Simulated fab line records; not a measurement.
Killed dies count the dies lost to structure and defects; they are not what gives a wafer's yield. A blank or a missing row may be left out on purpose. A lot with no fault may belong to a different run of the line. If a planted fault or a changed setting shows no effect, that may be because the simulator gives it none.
Problem report in the 8D (eight disciplines) form, filled by code ; flow n5-finfet ; the parts of the form that need people (team, actions taken, sign-off) are left out

== 1. PROBLEM STATEMENT ==
Mean of killed_at_M4_up at N5_PASSIVATION_PROBE_49: 106 over 3 wafers from 1 lot, against 13 (standard deviation 4.5) on wafers with no fault. Measured from the usual mean, that is +21 standard deviations.
First observed at day 16 16:52: wafer L845.2, on prober-01. The record holds 3 wafers of 1 lot with a number at this step. Rule for "out" (also "out of limits"): further than 4 standard deviations from the usual mean. The rest of the wafers with a number are treated as sound.

== 2. WHAT THIS IS AND IS NOT ==
question;is;is not
which readings at this step;killed_at_M4_up;killed_at_M0_to_M3, killed-at-contacts, killed-at-other, killed-short
which lots;L845;-
which wafers of those lots;all that have a number;-
read on which tools;prober-01;-
when;from day 16 16:52;up to then (0 sound wafers)

== 3. SUSPECTS, AND WHAT RULES EACH OUT ==
Counting: a tool at any process step up to the reading remains a suspect when it ran all the lots that are out and ran no sound lot after the first of those.
- cvd-co-02 at N5_BEOL_M7_CVD_78 (deposits Co from CCTBA/H2, target thk 2 nm, time 142.3 s): kept. It ran the lot that is out, L845 (day 13 19:17), and no sound lot after that.
- pvd-sputter-03 at N5_PASSIVATION_AL_DEP_21 (deposits Al, target thk 2800 nm, time 170 s): kept. It ran the lot that is out, L845 (day 16 10:34), and no sound lot after that.
- prober-01 at N5_PASSIVATION_PROBE_49: kept. It ran the lot that is out, L845 (day 16 16:52), and no sound lot after that. Its own killed_at_M4_up readings are out on those wafers.
Left after counting: cvd-co-02 at N5_BEOL_M7_CVD_78, pvd-sputter-03 at N5_PASSIVATION_AL_DEP_21, prober-01 at N5_PASSIVATION_PROBE_49.

== 4. THE CAUSE (what the simulator had put in) ==
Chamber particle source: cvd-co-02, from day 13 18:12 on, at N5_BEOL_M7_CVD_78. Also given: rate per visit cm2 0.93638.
Counting leaves 3 suspects; this tool is one of them.

== 5. THE CHAIN OF EFFECTS, in route order ==
Rows list readings where the struck wafers' mean (over those with a number) sits beyond 3 standard deviations from the usual. Only readings whose record carries a usual standard deviation are examined. hours: median over the lots of the time between each lot's start at the first step of this table that gives one and its start at this step. sigmas: the change, counted in usual standard deviations.
hours;step;reading;usual;on struck wafers;change;sigmas
0;N5_PASSIVATION_PROBE_49;defect-limited-yield;90.9 %;82.5;-8.4;-5.6
0;N5_PASSIVATION_PROBE_49;killed_at_M4_up;13;106;+93;+21
0;N5_PASSIVATION_PROBE_49;killed-dies;107;206;+99;+5.5
0;N5_PASSIVATION_PROBE_49;sort_bin_5_function;5.3 %;10.4;+5.1;+4.6
0;N5_PASSIVATION_PROBE_49;sort-n-pass;1073;974;-99;-5.5
0;N5_PASSIVATION_PROBE_49;sort-yield-pct;90.9 %;82.5;-8.4;-5.6
Process steps it contains:
- N5_PASSIVATION_PROBE_49

== 6. HOW IT WOULD HAVE BEEN CAUGHT EARLIER ==
In this record no reading fell out of limits until day 16 16:52, 71 hours after the fault had begun at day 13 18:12.
Each of the lots that are out, 1 in all, had begun N5_BEOL_M7_CVD_78 on cvd-co-02 no later than day 16 16:52. Had the tool been put on hold then, not one of them would have been saved.
